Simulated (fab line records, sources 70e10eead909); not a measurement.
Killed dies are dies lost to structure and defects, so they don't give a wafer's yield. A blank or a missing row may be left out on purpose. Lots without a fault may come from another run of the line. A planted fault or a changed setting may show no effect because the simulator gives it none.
fab line records | flow nand_harc
record lots=10 wafers=30 last_day=29
route steps=1159 shown A_CHANNEL_HOLE_D1@451 END@1159
lots that met no fault: from a run of the same line without faults
start_h: hours from the record's first day to the start of the lot's first wafer shown | wait_h: hours since the lot's step before | " the same as in the row above | L1.1+2: a row that stands for several wafers | - no value, or no start given | * or withheld: withheld | < > ~ a bound
route shown NAME@n: a module of which the file shows steps, and the number in the route of the first | usual: mean/standard deviation of fault-free wafers | same: alike in all rows | chamber/n: place in a boat | sites: the reading at each site | _std_site: their standard deviation | _edge_site: outer sites' mean less inner sites' | radius_mm: how far each site lies from the wafer's centre | mask NAME#n: copy n | behind: the tool/chamber that last shaped the wafer | hold: why the lot was held/for how many hours/how that ended | device: the transistor (n, p or np) that didn't switch | end of line: the same wafers' tests at the end of the route | a step without rows: its recipe alone | killed: dies lost to structure and defects at the first sort, not the wafer's yield | map: a wafer's dies, x killed, . not, _ none there
set.NAME: the setting as run; set.NAME@STEP: as run at that earlier step | model.NAME: the simulator's own value behind a step, which no gauge read
steps of the route over a sample of lots; a table a step, a row a wafer
services: from which hour (start_h, from the record's first day; less than 0 if before it) a tool's chamber was out of use, for how many hours, and why
## steps
# step NHARC_A_CHANNEL_HOLE_D1_DEP_01
# recipe target_thk_a=1400 target_thk_nm=140 temp_c=400 pressure_torr=3.5 flow_sccm=200 rf_w=350 material=SiON
# usual heater_power_w=762/76 rf_fwd_power_W=348.2/1.3
# columns lot.wafer tool chamber start_h wait_h heater_power_w rf_fwd_power_W
L994.1 pecvd-03 1 237.58 1.6 804 345.6
L994.4 " 2 " " 685 351.0
L994.6 " 0 " " 914 347.8
L995.1 pecvd-02 1 238.08 1.6 784 349.4
L995.3 " 2 " " 822 350.9
L995.6 " 0 " " 752 348.0
L993.1 pecvd-03 2 239.42 1.6 771 349.7
L993.2 " 0 " " 755 348.3
L993.6 " 1 " " 743 345.5
L997.4 pecvd-04 1 249.34 0.7 651 347.9
L997.5 " 2 " " 746 347.6
L997.6 " 0 " " 612 345.7
L101.2 pecvd-03 1 253.14 1.3 837 347.2
L101.4 " 2 " " 776 349.4
L101.5 " 0 " " 786 348.4
L100.3 pecvd-02 2 253.26 1.0 796 347.9
L100.2 " 0 " " 780 348.8
L100.5 " 2 " " 816 347.8
L104.1 pecvd-02 2 258.20 1.7 761 349.1
L104.2 " 0 " " 722 349.2
L104.6 " 2 " " 757 349.1
L111.3 pecvd-02 1 288.33 1.0 680 348.0
L111.1 " 2 " " 888 346.5
L111.6 " 0 " " 709 349.2
L112.2 pecvd-03 2 289.15 1.3 770 349.1
L112.5 " 1 " " 802 346.3
L112.4 " 2 " " 779 349.4
L113.1 pecvd-03 1 306.11 1.7 765 346.0
L113.4 " 0 " " 900 346.8
L113.5 " 2 " " 751 346.5
# step NHARC_A_CHANNEL_HOLE_D1_INSPECT_12
# usual raw_defect_count=5.2/2.7
# columns lot.wafer tool chamber start_h wait_h raw_defect_count
L994.1 defect_inspect-01 - 238.44 0.0 1
L994.4 " - " " 8
L994.6 " - " " 7
L995.1 defect_inspect-01 - 238.93 0.0 6
L995.3 " - " " 4
L995.6 " - " " 3
L993.1 defect_inspect-01 - 240.26 0.0 6
L993.2 " - " " 8
L993.6 " - " " 7
L997.4 defect_inspect-01 - 250.10 0.0 3
L997.5 " - " " 3
L997.6 " - " " 3
L101.2 defect_inspect-01 - 253.99 0.0 5
L101.4 " - " " 1
L101.5 " - " " 2
L100.2 defect_inspect-02 - 254.14 0.0 5
L100.3 " - " " 8
L100.5 " - " " 6
L104.1 defect_inspect-02 - 259.02 0.0 8
L104.2 " - " " 10
L104.6 " - " " 5
L111.1 defect_inspect-01 - 289.15 0.0 4
L111.3 " - " " 2
L111.6 " - " " 3
L112.2 defect_inspect-01 - 289.98 0.0 580
L112.4 " - " " 588
L112.5 " - " " 5
L113.1 defect_inspect-01 - 306.80 0.0 2
L113.4 " - " " 11
L113.5 " - " " 586
# step NHARC_A_CHANNEL_HOLE_D1_ETCH_38
# recipe target_depth_a=390 over_etch_frac=0.3 time_s=65 ion_energy_ev=80 cf4_flow_sccm=150 ar_flow_sccm=0 rf_w=300 bias_w=100 chemistry=CF4
# usual bias_w=100.0/0.3 cf4_flow_sccm=150.0/0.45 drypump_motor_current_A=5.6/0.54 mfc_ar_sccm=0.011/0.0085 oes_product_au=0.995/0.012 rf_fwd_power_W=297.3/1.3 rf_vpp_V=151.1/1.2 showerhead_plenum_p_Torr=1.76/0.083 throttle_valve_pct=13.285/0.0079
# columns lot.wafer tool chamber start_h wait_h bias_w cf4_flow_sccm drypump_motor_current_A mfc_ar_sccm oes_product_au rf_fwd_power_W rf_hours_counter_h rf_vpp_V showerhead_plenum_p_Torr throttle_valve_pct
L994.4 rie_diel-10 2 238.60 0.1 99.8 150.7 5.7 0.016 0.978 297.2 4 152.5 1.87 13.286
L994.1 " 1 " " 99.6 150.1 5.2 0 0.993 297.4 4 153.4 1.83 13.279
L994.6 " 2 " " 99.5 150.5 5.7 0.016 0.977 296.1 - 151.4 1.87 13.292
L995.1 rie_diel-13 0 239.08 0.1 100.2 149.6 6.3 0.016 1.007 297.8 6 150.1 1.66 13.279
L995.3 " 2 " " 100.0 149.7 5.7 0 0.992 298.1 6 152.9 1.88 13.292
L995.6 " 0 " " 100.3 149.9 6.3 0.016 1.004 300.3 - 150.1 1.66 13.284
L993.2 rie_diel-10 0 240.41 0.1 100.2 149.8 5.9 0.015 1.004 297.4 5 151.4 1.78 13.285
L993.1 " 1 " " 100.0 150.6 5.2 0 1.001 297.1 4 152.3 1.83 13.269
L993.6 " 0 " " 100.1 150.2 5.9 0.015 1.005 294.4 - 150.1 1.78 13.277
L997.4 rie_diel-09 1 250.24 0.1 99.9 149.5 6.3 0.026 0.976 296.4 11 152.6 1.87 13.282
L997.6 " 1 " " 100.1 149.1 6.3 0.026 0.991 298.8 - 152.6 1.87 13.276
L997.5 " 2 " " 100.2 149.9 5.3 0.017 0.971 296.0 - 150.5 1.80 13.283
L101.4 rie_diel-13 0 254.13 0.1 99.9 150.5 6.2 0.016 1.011 298.7 8 150.5 1.66 13.280
L101.2 " 1 " " 100.0 150.5 5.1 0.022 0.980 295.0 9 149.7 1.68 13.283
L101.5 " 0 " " 99.8 150.1 6.3 0.016 0.995 297.9 - 149.8 1.66 13.287
L100.2 rie_diel-10 2 254.30 0.1 100.4 150.0 5.7 0.016 0.990 296.3 6 152.1 1.87 13.276
L100.3 " 3 " " 100.6 149.9 4.8 0 0.987 296.1 7 149.3 1.66 13.283
L100.5 " 1 " " 99.6 149.7 5.3 0 1.005 297.0 - 152.6 1.83 13.293
L104.1 rie_diel-10 1 259.18 0.1 100.0 150.0 5.3 0 0.997 297.6 7 151.4 1.83 13.293
L104.2 " 2 " " 99.7 150.6 5.6 0.016 0.977 295.7 7 153.0 1.87 13.284
L104.6 " 3 " " 99.8 149.5 4.8 0 0.985 298.5 - 151.4 1.66 13.290
L111.3 rie_diel-09 3 289.30 0.1 100.3 149.9 5.0 0.004 1.001 298.9 2 150.0 1.74 13.289
L111.1 " 1 " " 99.7 149.9 6.3 0.026 0.984 298.0 2 152.5 1.87 13.280
L111.6 " 3 " " 100.3 150.2 5.0 0.004 0.997 298.7 - 151.8 1.74 13.291
L112.4 rie_diel-10 1 290.13 0.1 99.7 149.9 5.3 0 0.992 297.6 10 151.8 1.83 13.285
L112.2 " 2 " " 99.8 150.0 5.7 0.016 0.992 297.8 10 151.4 1.87 13.271
L112.5 " 3 " " 99.8 150.1 4.8 0 0.997 298.4 - 149.3 1.66 13.291
L113.4 rie_diel-10 2 306.96 0.1 100.0 149.6 5.7 0.016 0.979 295.7 11 151.7 1.87 13.279
L113.1 " 0 " " 100.5 150.7 5.9 0.015 1.013 297.3 11 150.7 1.78 13.287
L113.5 " 1 " " 99.6 149.8 5.2 0 1.002 298.8 - 151.2 1.83 13.282
# step NHARC_A_CHANNEL_HOLE_D1_ETCH_16
# recipe target_depth_a=31000 over_etch_frac=0.3 time_s=806 ion_energy_ev=150 o2_flow_sccm=400 cos_flow_sccm=20 ar_flow_sccm=0 rf_w=500 bias_w=300 chemistry=O2/COS
# usual bias_w=300.0/0.89 drypump_motor_current_A=5.6/0.53 mfc_ar_sccm=0.011/0.0086 oes_product_au=0.994/0.012 rf_fwd_power_W=499.3/1.6 rf_vpp_V=313.9/2.3 showerhead_plenum_p_Torr=3.11/0.15 throttle_valve_pct=28.330/0.0095
# columns lot.wafer tool chamber start_h wait_h bias_w drypump_motor_current_A mfc_ar_sccm oes_product_au rf_fwd_power_W rf_hours_counter_h rf_vpp_V showerhead_plenum_p_Torr throttle_valve_pct
L994.1 rie_diel-10 2 - - 299.6 5.7 0.016 0.979 499.1 4 318.3 3.30 28.323
L994.4 " 0 " " 299.9 5.9 0.015 1.008 499.4 5 316.0 3.15 28.328
L994.6 " 2 " " 298.8 5.7 0.016 0.976 501.1 - 316.8 3.30 28.346
L995.3 rie_diel-13 2 - - 298.7 5.7 0 0.998 498.9 6 318.2 3.33 28.326
L995.1 " 3 " " 299.8 6.4 0.007 0.995 497.8 6 311.8 2.93 28.331
L995.6 " 1 " " 299.6 5.1 0.022 0.997 500.0 - 312.2 2.96 28.336
L993.2 rie_diel-10 1 - - 300.9 5.3 0 0.999 498.1 5 316.8 3.23 28.317
L993.1 " 2 " " 299.8 5.7 0.016 0.978 499.7 5 317.5 3.30 28.331
L993.6 " 0 " " 299.7 5.9 0.015 1.024 498.9 - 315.1 3.15 28.325
L997.4 rie_diel-09 1 - - 299.0 6.3 0.026 0.986 496.9 11 315.9 3.30 28.329
L997.6 " 1 " " 298.2 6.3 0.026 0.986 499.7 - 316.9 3.30 28.324
L997.5 " 2 " " 300.7 5.3 0.017 0.972 499.2 - 314.9 3.17 28.327
L100.3 rie_diel-10 0 - - 299.3 5.9 0.015 1.017 499.5 7 313.5 3.15 28.341
L100.2 " 3 " " 300.9 4.8 0 0.980 499.8 7 312.0 2.93 28.330
L100.5 " 0 " " 299.2 5.9 0.015 1.021 499.9 - 313.6 3.15 28.335
L101.4 rie_diel-13 0 - - 300.8 6.3 0.016 1.013 499.6 8 312.6 2.93 28.321
L101.2 " 1 " " 299.9 5.1 0.022 0.989 500.7 9 311.7 2.96 28.344
L101.5 " 1 " " 299.0 5.0 0.022 0.994 499.7 - 312.3 2.96 28.322
L104.1 rie_diel-10 3 - - 301.1 4.8 0 0.985 498.4 8 310.7 2.93 28.339
L104.2 " 1 " " 300.0 5.3 0 0.998 498.7 7 316.3 3.23 28.340
L104.6 " 2 " " 299.8 5.7 0.016 0.980 499.2 - 316.6 3.30 28.325
L111.3 rie_diel-09 0 - - 300.1 6.2 0.008 1.004 499.7 3 312.2 3.05 28.330
L111.1 " 1 " " 299.3 6.3 0.026 0.996 498.6 2 315.8 3.30 28.325
L111.6 " 3 " " 298.6 5.1 0.004 1.002 500.2 - 313.9 3.06 28.330
L112.4 rie_diel-10 2 - - 299.5 5.7 0.016 0.996 499.4 11 315.8 3.30 28.340
L112.2 " 3 " " 298.9 4.8 0 1.015 499.4 11 309.9 2.92 28.317
L112.5 " 1 " " 299.1 5.3 0 0.995 499.8 - 315.8 3.23 28.304
L113.1 rie_diel-10 0 - - 299.2 5.9 0.015 1.014 502.1 11 313.5 3.14 28.337
L113.4 " 1 " " 299.7 5.3 0 0.990 501.2 11 315.6 3.23 28.338
L113.5 " 2 " " 298.6 5.7 0.016 0.992 496.6 - 316.4 3.30 28.334
# step NHARC_A_CHANNEL_HOLE_D1_ETCH_19
# recipe bias_v=1200 source_w=2500 pressure_mtorr=15 time_s=34.5 ar_flow_sccm=375 c4f8_flow_sccm=28.8 o2_flow_sccm=96.2 temp_c=-20 target_depth_a=* chemistry=C4F8/O2/Ar
# usual drypump_motor_current_A=6.0/0.66 mfc_ar_sccm=374.8/1.2 rf_fwd_power_W=2446/13 showerhead_plenum_p_Torr=3.78/0.071 temp_c=-20.01/0.11 throttle_valve_pct=37.037/0.0093
# columns lot.wafer tool chamber start_h wait_h drypump_motor_current_A mfc_ar_sccm rf_fwd_power_W rf_hours_counter_h showerhead_plenum_p_Torr temp_c throttle_valve_pct
L994.1 har_etch-01 1 242.41 2.8 6.8 373.8 2451 194 3.68 -20.15 37.031
L994.4 " 0 " " 6.7 374.0 2427 - 3.87 -19.80 37.038
L994.6 " 1 " " 6.8 372.6 2444 - 3.68 -20.19 37.028
L995.1 har_etch-02 1 242.81 2.7 5.5 373.1 2468 116 3.84 -20.11 37.022
L995.3 " 1 " " 5.6 373.7 2462 - 3.84 -20.10 37.046
L995.6 " 0 " " 5.3 374.8 2426 - 3.76 -19.86 37.031
L993.2 har_etch-02 0 246.97 5.5 5.3 376.1 2429 120 3.75 -19.92 37.056
L993.1 " 1 " " 5.6 374.2 2457 120 3.84 -19.93 37.050
L993.6 " 0 " " 5.3 374.7 2430 - 3.75 -19.79 37.044
L997.4 har_etch-01 0 256.59 5.3 6.7 373.2 2438 - 3.86 -19.94 37.038
L997.5 " 0 " " 6.7 373.6 2435 - 3.86 -19.83 37.042
L997.6 " 1 " " 6.8 376.4 2440 - 3.68 -20.09 37.040
L100.2 har_etch-01 1 260.71 5.4 6.8 372.8 2440 211 3.67 -20.06 37.051
L100.3 " 1 " " 6.8 375.7 2453 - 3.67 -20.09 37.033
L100.5 " 1 " " 6.7 373.4 2464 - 3.67 -19.99 37.026
L101.2 har_etch-02 1 261.12 5.5 5.6 374.5 2461 133 3.83 -20.14 37.037
L101.4 " 1 " " 5.6 377.0 2463 - 3.83 -19.90 37.035
L101.5 " 1 " " 5.6 374.2 2465 - 3.83 -20.17 37.041
L104.1 har_etch-01 0 264.86 4.7 6.7 375.0 2435 215 3.86 -20.07 37.037
L104.2 " 1 " " 6.8 374.8 2446 215 3.67 -19.98 37.034
L104.6 " 1 " " 6.8 373.4 2442 - 3.67 -19.98 37.029
L111.1 har_etch-02 1 290.40 0.1 5.6 374.8 2466 152 3.82 -20.05 37.036
L111.3 " 0 " " 5.3 373.8 2439 - 3.73 -19.97 37.034
L111.6 " 0 " " 5.3 374.6 2439 - 3.73 -19.98 37.038
L112.2 har_etch-01 0 291.25 0.1 6.7 376.1 2449 234 3.85 -20.08 37.018
L112.4 " 1 " " 6.8 374.7 2430 - 3.66 -20.21 37.039
L112.5 " 1 " " 6.8 375.6 2434 - 3.66 -20.10 37.051
L113.1 har_etch-02 0 308.05 0.1 5.3 373.5 2450 156 3.73 -20.05 37.018
L113.4 " 0 " " 5.3 375.1 2445 - 3.73 -20.01 37.044
L113.5 " 0 " " 5.3 375.5 2444 - 3.73 -20.07 37.038
# step NHARC_A_CHANNEL_HOLE_D1_INSPECT_40
# usual raw_defect_count=57/15
# columns lot.wafer tool chamber start_h wait_h raw_defect_count
L994.1 defect_inspect-01 - 248.08 - 81
L994.4 " - " " 71
L994.6 " - " " 65
L995.1 defect_inspect-02 - 248.67 - 45
L995.3 " - " " 48
L995.6 " - " " 42
L993.1 defect_inspect-02 - 252.67 - 58
L993.2 " - " " 58
L993.6 " - " " 42
L997.4 defect_inspect-02 - 262.23 - 55
L997.5 " - " " 49
L997.6 " - " " 75
L100.2 defect_inspect-02 - 266.40 - 42
L100.3 " - " " 53
L100.5 " - " " 53
L101.2 defect_inspect-02 - 266.80 - 47
L101.4 " - " " 40
L101.5 " - " " 68
L104.1 defect_inspect-01 - 270.58 - 68
L104.2 " - " " 75
L104.6 " - " " 58
L111.1 defect_inspect-02 - 296.11 - 70
L111.3 " - " " 49
L111.6 " - " " 75
L112.2 defect_inspect-01 - 296.96 - 625
L112.4 " - " " 617
L112.5 " - " " 62
L113.1 defect_inspect-01 - 313.76 - 68
L113.4 " - " " 60
L113.5 " - " " 652
# step NHARC_END_SORT_01
# recipe temp_c=25
# usual killed_at_array=29/11 killed_at_other=0.5/0.85 killed_at_periphery=3.0/2.3 killed_dies=33/12 killed_open=3.3/1.9 killed_short=2.0/1.5
# same gross_dies=677
# columns lot.wafer tool chamber start_h wait_h killed_at_array killed_at_other killed_at_periphery killed_dies killed_open killed_short
L994.1 prober-02 0 568.43 2.5 16 0 0 16 1 1
L994.4 prober-02 0 570.85 3.4 25 0 1 26 2 3
L994.6 prober-02 0 572.46 4.0 18 0 1 19 3 2
L995.1 prober-02 0 576.26 2.5 20 0 2 22 2 1
L995.3 prober-02 0 577.88 3.1 13 0 4 17 3 1
L995.6 prober-02 0 580.30 4.0 27 0 1 28 2 3
L993.1 prober-02 0 584.09 2.5 11 0 1 12 3 4
L993.2 prober-02 0 584.88 2.8 14 0 2 16 3 2
L993.6 prober-02 0 588.05 4.0 9 0 2 11 3 0
L997.4 prober-01 0 597.94 3.4 26 4 3 33 1 1
L997.5 prober-01 0 598.73 3.7 29 3 1 33 2 2
L997.6 prober-01 0 599.52 3.9 24 2 4 30 2 2
L101.2 prober-02 0 608.35 2.8 25 3 2 30 3 1
L101.4 prober-02 0 609.93 3.4 40 1 1 42 6 4
L101.5 prober-02 0 610.73 3.7 30 2 4 36 3 3
L100.2 prober-01 0 611.71 2.8 30 0 3 33 2 6
L100.3 prober-01 0 612.49 3.1 34 0 1 35 4 1
L100.5 prober-01 0 614.05 3.6 33 0 1 34 1 3
L104.1 prober-02 0 615.30 2.5 52 0 7 59 4 3
L104.2 prober-02 0 616.10 2.8 40 3 8 51 4 2
L104.6 prober-02 0 619.30 4.0 53 4 6 63 5 1
L112.2 prober-01 0 643.00 2.8 112 0 3 115 1 1
L112.4 prober-01 0 644.60 3.4 120 1 5 126 1 0
L112.5 prober-01 0 645.39 3.7 41 0 5 46 2 1
L111.1 prober-02 0 646.52 2.5 32 0 4 36 2 1
L111.3 prober-02 0 648.10 3.1 25 0 2 27 7 2
L111.6 prober-02 0 650.48 4.0 26 0 2 28 3 0
L113.1 prober-02 0 685.47 2.5 42 2 1 45 2 2
L113.4 prober-02 0 687.85 3.4 31 0 2 33 4 1
L113.5 prober-02 0 688.65 3.7 93 0 3 96 5 2
# killed by level:class
L994.1 A_CHANNEL_HOLE_D1:chamber_film_flake=13 A_WL_FILL:geometric_particle:open=1 A_M0:geometric_particle:short=1 A_STAIRCASE:chamber_film_flake=1
L994.4 A_CHANNEL_HOLE_D1:chamber_film_flake=16 A_ZERO_WELL:chamber_film_flake=2 A_CHANNEL_FILL_D1:geometric_particle:short=1 A_SGD_CUT:geometric_particle:open=1 A_SGD_CUT:geometric_particle:short=1 A_CONTACT:geometric_particle:short=1 A_BLC:geometric_particle:open=1 P_ZERO_WELL:chamber_film_flake=1
L994.6 A_CHANNEL_HOLE_D1:chamber_film_flake=12 A_CHANNEL_FILL_D1:geometric_particle:short=2 P_CONTACT:geometric_particle:open=1 A_CHANNEL_FILL_D1:geometric_particle:open=1 A_WL_FILL:geometric_particle:open=1 A_STAIRCASE:chamber_film_flake=1 A_CONTACT:chamber_film_flake=1
L995.1 A_CONTACT:chamber_film_flake=7 A_CHANNEL_HOLE_D1:chamber_film_flake=5 A_BLC:chamber_film_flake=4 A_WL_FILL:chamber_film_flake=2 P_CONTACT:geometric_particle:open=1 A_CONTACT:geometric_particle:short=1 A_M1:geometric_particle:open=1 P_GATE:chamber_film_flake=1
L995.3 A_CHANNEL_HOLE_D1:chamber_film_flake=4 A_CONTACT:chamber_film_flake=3 A_BLC:chamber_film_flake=3 P_STI:chamber_film_flake=2 P_GATE:geometric_particle:open=1 A_CHANNEL_HOLE_D1:geometric_particle:short=1 A_WL_FILL:geometric_particle:open=1 A_CONTACT:geometric_particle:open=1
L995.6 A_CHANNEL_HOLE_D1:chamber_film_flake=8 A_CONTACT:chamber_film_flake=7 A_BLC:chamber_film_flake=6 A_CHANNEL_FILL_D1:geometric_particle:short=2 A_SLIT:geometric_particle:open=1 A_CONTACT:geometric_particle:short=1 A_M0:geometric_particle:open=1 P_GATE:chamber_film_flake=1
L993.1 A_CONTACT:chamber_film_flake=3 A_WL_FILL:geometric_particle:short=2 A_CHANNEL_HOLE_D1:chamber_film_flake=2 P_STI:geometric_particle:open=1 A_ONON_D1:geometric_particle:short=1 A_CHANNEL_FILL_D1:geometric_particle:open=1 A_CHANNEL_FILL_D1:geometric_particle:short=1 A_M0:geometric_particle:open=1
L993.2 A_CONTACT:chamber_film_flake=5 A_CHANNEL_HOLE_D1:chamber_film_flake=3 A_CONTACT:geometric_particle:open=2 P_GATE:geometric_particle:short=1 A_WL_FILL:geometric_particle:short=1 A_WL_FILL:geometric_particle:open=1 P_STI:chamber_film_flake=1 A_STAIRCASE:chamber_film_flake=1
L993.6 A_CHANNEL_HOLE_D1:chamber_film_flake=5 A_CONTACT:chamber_film_flake=3 P_CONTACT:geometric_particle:open=1 P_M0:geometric_particle:open=1 A_CHANNEL_HOLE_D1:geometric_particle:open=1
L997.4 A_CHANNEL_HOLE_D1:chamber_film_flake=17 A_SLIT:chamber_film_flake=5 THIN_TSV:chamber_film_flake=3 P_STI:chamber_film_flake=2 A_WL_FILL:chamber_film_flake=2 A_CHANNEL_HOLE_D1:geometric_particle:open=1 A_CONTACT:geometric_particle:short=1 P_ZERO_WELL:chamber_film_flake=1
L997.5 A_CHANNEL_HOLE_D1:chamber_film_flake=17 A_STAIRCASE:chamber_film_flake=3 A_CONTACT:chamber_film_flake=3 THIN_TSV:chamber_film_flake=3 A_CHANNEL_FILL_D1:geometric_particle:open=1 A_SGD_CUT:geometric_particle:short=1 A_CONTACT:geometric_particle:open=1 A_M0:geometric_particle:short=1
L997.6 A_CHANNEL_HOLE_D1:chamber_film_flake=13 A_CONTACT:chamber_film_flake=4 P_STI:chamber_film_flake=2 A_SLIT:chamber_film_flake=2 THIN_TSV:chamber_film_flake=2 P_GATE:geometric_particle:short=1 A_SOURCE_PLATE:geometric_particle:short=1 A_CHANNEL_FILL_D1:geometric_particle:open=1
L101.2 A_SLIT:chamber_film_flake=14 A_CHANNEL_HOLE_D1:chamber_film_flake=5 A_STAIRCASE:chamber_film_flake=2 A_CONTACT:chamber_film_flake=2 THIN_TSV:chamber_film_flake=2 P_CONTACT:geometric_particle:open=1 P_M2:geometric_particle:open=1 A_CONTACT:geometric_particle:open=1
L101.4 A_SLIT:chamber_film_flake=19 A_CHANNEL_HOLE_D1:chamber_film_flake=7 A_CONTACT:geometric_particle:open=4 A_STAIRCASE:chamber_film_flake=2 A_CONTACT:chamber_film_flake=2 A_ONON_D1:geometric_particle:short=1 A_CHANNEL_HOLE_D1:geometric_particle:short=1 A_STAIRCASE:geometric_particle:open=1
L101.5 A_SLIT:chamber_film_flake=14 A_CHANNEL_HOLE_D1:chamber_film_flake=6 A_CONTACT:chamber_film_flake=3 P_STI:chamber_film_flake=2 THIN_TSV:chamber_film_flake=2 P_CONTACT:geometric_particle:open=1 A_CHANNEL_FILL_D1:geometric_particle:short=1 A_WL_FILL:geometric_particle:short=1
L100.2 A_CHANNEL_HOLE_D1:chamber_film_flake=12 A_CONTACT:chamber_film_flake=7 A_CHANNEL_FILL_D1:geometric_particle:short=2 A_BLC:geometric_particle:short=2 A_STAIRCASE:chamber_film_flake=2 P_GATE:geometric_particle:open=1 P_M1:geometric_particle:short=1 A_CHANNEL_FILL_D1:geometric_particle:open=1
L100.3 A_CHANNEL_HOLE_D1:chamber_film_flake=18 A_STAIRCASE:chamber_film_flake=3 A_M0:geometric_particle:open=2 A_CONTACT:chamber_film_flake=2 A_SLIT:chamber_film_flake=2 A_WL_FILL:chamber_film_flake=2 A_CHANNEL_HOLE_D1:geometric_particle:short=1 A_CONTACT:geometric_particle:open=1
L100.5 A_CHANNEL_HOLE_D1:chamber_film_flake=17 A_CONTACT:chamber_film_flake=5 A_ZERO_WELL:chamber_film_flake=4 A_CHANNEL_FILL_D1:chamber_film_flake=2 A_CHANNEL_HOLE_D1:geometric_particle:short=1 A_SGD_CUT:geometric_particle:open=1 A_BLC:geometric_particle:short=1 A_M0:geometric_particle:short=1
L104.1 A_CHANNEL_HOLE_D1:chamber_film_flake=20 A_SLIT:chamber_film_flake=20 A_CONTACT:chamber_film_flake=7 P_ZERO_WELL:chamber_film_flake=3 A_CHANNEL_FILL_D1:geometric_particle:short=2 P_GATE:geometric_particle:open=1 P_CONTACT:geometric_particle:open=1 P_BONDPAD:geometric_particle:short=1
L104.2 A_CHANNEL_HOLE_D1:chamber_film_flake=17 A_SLIT:chamber_film_flake=14 P_STI:chamber_film_flake=6 A_CONTACT:chamber_film_flake=3 THIN_TSV:chamber_film_flake=3 P_CONTACT:geometric_particle:open=1 P_M1:geometric_particle:open=1 A_CHANNEL_FILL_D1:geometric_particle:short=1
L104.6 A_SLIT:chamber_film_flake=19 A_CHANNEL_HOLE_D1:chamber_film_flake=18 A_CONTACT:chamber_film_flake=5 P_STI:chamber_film_flake=4 THIN_TSV:chamber_film_flake=4 A_STAIRCASE:chamber_film_flake=3 A_CHANNEL_FILL_D1:chamber_film_flake=2 P_CONTACT:geometric_particle:open=1
L112.2 A_CHANNEL_HOLE_D1:unspecified=84 A_CHANNEL_HOLE_D1:chamber_film_flake=17 A_CONTACT:chamber_film_flake=4 A_STAIRCASE:chamber_film_flake=3 P_STI:chamber_film_flake=2 A_SLIT:chamber_film_flake=2 P_CONTACT:geometric_particle:short=1 A_ONON_D1:geometric_particle:open=1
L112.4 A_CHANNEL_HOLE_D1:unspecified=79 A_CHANNEL_HOLE_D1:chamber_film_flake=16 A_SLIT:chamber_film_flake=8 A_STAIRCASE:chamber_film_flake=5 A_CHANNEL_FILL_D1:chamber_film_flake=4 A_CONTACT:chamber_film_flake=4 P_STI:chamber_film_flake=3 A_ZERO_WELL:chamber_film_flake=2
L112.5 A_CHANNEL_HOLE_D1:chamber_film_flake=15 A_SLIT:chamber_film_flake=12 A_CONTACT:chamber_film_flake=4 P_STI:chamber_film_flake=3 A_STAIRCASE:chamber_film_flake=3 A_CHANNEL_FILL_D1:geometric_particle:open=2 A_WL_FILL:chamber_film_flake=2 A_M0:chamber_film_flake=2
L111.1 A_STAIRCASE:chamber_film_flake=11 A_CHANNEL_HOLE_D1:chamber_film_flake=7 A_CHANNEL_FILL_D1:chamber_film_flake=3 A_BLC:chamber_film_flake=3 P_M2:chamber_film_flake=2 A_WL_FILL:chamber_film_flake=2 P_CONTACT:geometric_particle:open=1 A_CHANNEL_HOLE_D1:geometric_particle:short=1
L111.3 A_STAIRCASE:chamber_film_flake=8 A_CHANNEL_HOLE_D1:chamber_film_flake=5 A_BLC:chamber_film_flake=4 A_CONTACT:geometric_particle:open=2 A_M1:geometric_particle:open=2 P_BONDPAD:geometric_particle:open=1 A_ONON_D1:geometric_particle:open=1 A_CHANNEL_FILL_D1:geometric_particle:short=1
L111.6 A_STAIRCASE:chamber_film_flake=7 A_CHANNEL_HOLE_D1:chamber_film_flake=6 A_WL_FILL:chamber_film_flake=4 A_CONTACT:chamber_film_flake=3 A_WL_FILL:geometric_particle:open=2 A_BLC:chamber_film_flake=2 A_CONTACT:geometric_particle:open=1 P_M0:chamber_film_flake=1
L113.1 A_SLIT:chamber_film_flake=22 A_CHANNEL_HOLE_D1:chamber_film_flake=9 A_STAIRCASE:chamber_film_flake=3 A_CONTACT:chamber_film_flake=2 A_ONON_D1:geometric_particle:open=1 A_CHANNEL_FILL_D1:geometric_particle:short=1 A_CONTACT:geometric_particle:open=1 A_CONTACT:geometric_particle:short=1
L113.4 A_SLIT:chamber_film_flake=19 A_CHANNEL_HOLE_D1:chamber_film_flake=7 P_GATE:geometric_particle:open=1 P_CONTACT:geometric_particle:short=1 A_SOURCE_PLATE:geometric_particle:open=1 A_ONON_D1:geometric_particle:open=1 A_M0:geometric_particle:open=1 A_STAIRCASE:chamber_film_flake=1
L113.5 A_CHANNEL_HOLE_D1:unspecified=81 A_CONTACT:geometric_particle:open=2 P_STI:chamber_film_flake=2 A_STAIRCASE:chamber_film_flake=2 P_GATE:geometric_particle:open=1 A_ONON_D1:geometric_particle:short=1 A_ONON_D1:geometric_particle:open=1 A_CHANNEL_HOLE_D1:geometric_particle:open=1
## services
# columns tool chamber start_h hours kind
rie_diel-13 2 223.26 7.6 repair
rie_diel-10 0 234.50 - clean
rie_diel-10 1 234.50 - clean
rie_diel-10 2 234.50 - clean
rie_diel-10 3 234.50 - clean
rie_diel-09 - 254.10 9.0 pm
rie_diel-10 0 259.00 - clean
rie_diel-10 1 259.00 - clean
rie_diel-10 2 259.00 - clean
rie_diel-10 3 259.00 - clean
pecvd-03 2 266.58 20.8 repair
rie_diel-13 - 276.00 9.0 pm
rie_diel-10 0 283.50 - clean
rie_diel-10 1 283.50 - clean
rie_diel-10 2 283.50 - clean
rie_diel-10 3 283.50 - clean
pecvd-03 - 292.16 13.0 pm
pecvd-03 0 292.16 13.0 vent_cycle
pecvd-03 1 292.16 13.0 vent_cycle
pecvd-03 2 292.16 13.0 vent_cycle
rie_diel-10 1 299.75 3.2 repair
rie_diel-09 0 303.35 4.6 repair
har_etch-01 - 305.00 17.0 pm
har_etch-01 0 305.00 17.0 vent_cycle
## key
first_sign step=NHARC_A_CHANNEL_HOLE_D1_INSPECT_12 reading=raw_defect_count direction=up sigmas=99+ usual=5.2 struck=584.7
effect step=NHARC_A_CHANNEL_HOLE_D1_INSPECT_40 reading=raw_defect_count direction=up sigmas=38 usual=57 struck=631
effect step=NHARC_END_SORT_01 reading=killed_at_array direction=up sigmas=7.3 usual=29 struck=108
more_kills_born_at NHARC_A_CHANNEL_HOLE_D1_DEP_01@pecvd-03=244
met_at NHARC_A_CHANNEL_HOLE_D1_DEP_01
struck_lots L112,L113
struck_wafers L112.2,L112.4,L113.5
tester_left_out L112,L113
not_acting_at NHARC_A_CHANNEL_HOLE_D1_ETCH_38,NHARC_A_CHANNEL_HOLE_D1_ETCH_16,NHARC_A_CHANNEL_HOLE_D1_ETCH_19
onset_between 253.14 289.15
fault kind=chamber_particle_source tool=pecvd-03 chamber=2 onset_h=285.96 steps=NHARC_A_CHANNEL_HOLE_D1_DEP_01 rate_per_visit_cm2=0.90682 end_h=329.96
# tester_left_out: of these lots the tester's yield and bins aren't shown, on N5 and GAA mostly nor the transistor test; their killed dies are dies lost to structure and defects alone, not to doping, threshold or leakage, so they don't give the yield
